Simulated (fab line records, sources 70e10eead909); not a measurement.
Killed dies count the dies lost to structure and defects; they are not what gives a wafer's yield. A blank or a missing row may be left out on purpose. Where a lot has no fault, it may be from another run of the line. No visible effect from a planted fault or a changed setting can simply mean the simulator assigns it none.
Chamber matching    flow nand-harc    4 sister chambers for NHARC_A_WL_FILL_ALD_02 on ald-metal-03
The step deposits TiN, target thk 2 nm, pulse time 3 s, ald cycles 100. 4 wafers are shown with their chamber, then 6 later ones without.

== WAFERS WITH THEIR CHAMBER ==
wafer   chamber  heater-power-w (W)
L405.4  0        927
L407.6  2        968
L409.2  3        1135
L409.5  1        1032

== WAFERS MISSING THEIR CHAMBER ==
wafer   heater-power-w (W)
L409.6  935
L411.5  951
L411.6  1043
L412.1  983
L412.3  960
L412.5  925

== CHAMBER TAKEN BY EACH ==
wafer    from the rows above       in truth
L409.6   0                         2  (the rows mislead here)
L411.5   can't be placed: 2 or 0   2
L411.6   1                         1
L412.1   2                         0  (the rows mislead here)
L412.3   2                         2
L412.5   0                         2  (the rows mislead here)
Placed correctly: 2 of 6. Can't be placed from these rows: 1 (the true chamber is among the candidates in 1). Number placed wrongly: 3.
How it was worked out, from the rows above alone: a wafer's distance from a chamber is the root of the sum, over the readings, of the square of ((its reading less the chamber's mean) divided by the reading's scatter). If the next closest chamber is less than 2 further off than the closest, the wafer can't be placed; otherwise it belongs to the closest. For every chamber, the mean is computed from those of its wafers that are shown. The scatter: root of mean squared gap, hidden wafer to nearest shown wafer, with one shown wafer a chamber.
